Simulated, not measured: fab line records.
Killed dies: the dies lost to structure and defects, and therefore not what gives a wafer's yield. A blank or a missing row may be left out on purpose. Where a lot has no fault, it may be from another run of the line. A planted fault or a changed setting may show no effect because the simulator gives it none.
Matching of chambers    flow nand-harc    4 sister chambers for NHARC_A_STAIRCASE_ETCH_271 on rie-diel-12
The step etches the open film in CF4/CHF3. 16 wafers are shown with their chamber, then 8 later ones without.

WAFERS, EACH WITH ITS CHAMBER
wafer   chamber  drypump-motor-current-A (A)  showerhead-plenum-p-Torr (Torr)  rf-vpp-V (V)
L075.2  3        5.5                          1.54                             369.4
L075.4  0        5.5                          1.56                             370.5
L075.6  3        5.5                          1.54                             368.5
L074.2  1        5.7                          1.62                             371.4
L074.4  0        5.5                          1.56                             370.4
L074.6  1        5.7                          1.62                             372.0
L079.1  2        5.2                          1.54                             370.3
L079.2  1        5.6                          1.62                             372.0
L079.6  2        5.2                          1.54                             369.6
L080.1  3        5.5                          1.54                             370.8
L080.4  2        5.2                          1.54                             369.9
L080.6  2        5.2                          1.54                             369.2
L082.1  0        5.5                          1.55                             371.8
L082.4  2        5.2                          1.53                             368.7
L082.5  2        5.2                          1.53                             368.5
L089.1  2        5.2                          1.53                             367.6

SIGNATURES (averages over the wafers above)
reading                   chamber 0  chamber 1  chamber 2  chamber 3  scatter within a chamber
drypump-motor-current-A   5.500      5.667      5.200      5.500      0.0236
showerhead-plenum-p-Torr  1.5567     1.6200     1.5357     1.5400     0.00445
rf-vpp-V                  370.900    371.800    369.114    369.567    0.878
Rule: distance of a wafer from a chamber = root of the sum over the readings of ((wafer's reading minus chamber's mean) / reading's scatter) squared. The wafer belongs to the nearest chamber; if the next one is less than 2 further off, it can't be placed. How the scatter is found: for the shown wafers, subtract from each reading the mean of its chamber, square and add these, divide the total by (wafers less chambers), then take the root.

WAFERS WHOSE CHAMBER IS MISSING
wafer   drypump-motor-current-A (A)  showerhead-plenum-p-Torr (Torr)  rf-vpp-V (V)
L089.3  5.5                          1.55                             369.2
L089.6  5.4                          1.55                             370.4
L090.1  5.6                          1.61                             371.8
L090.3  5.2                          1.53                             370.5
L090.6  5.2                          1.53                             369.6
L096.2  5.7                          1.60                             372.3
L096.4  5.5                          1.52                             366.9
L096.6  5.5                          1.52                             369.5

EACH ONE'S CHAMBER
wafer   from the rows above      in truth
L089.3  can't be placed: 3 or 0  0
L089.6  can't be placed: 0 or 3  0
L090.1  1                        1
L090.3  2                        2
L090.6  2                        2
L096.2  1                        1
L096.4  3                        3
L096.6  3                        3
Placed correctly: 6 of 8. Not placeable from these rows: 2 (in 2, the candidates include the true chamber). Wrongly placed: 0.
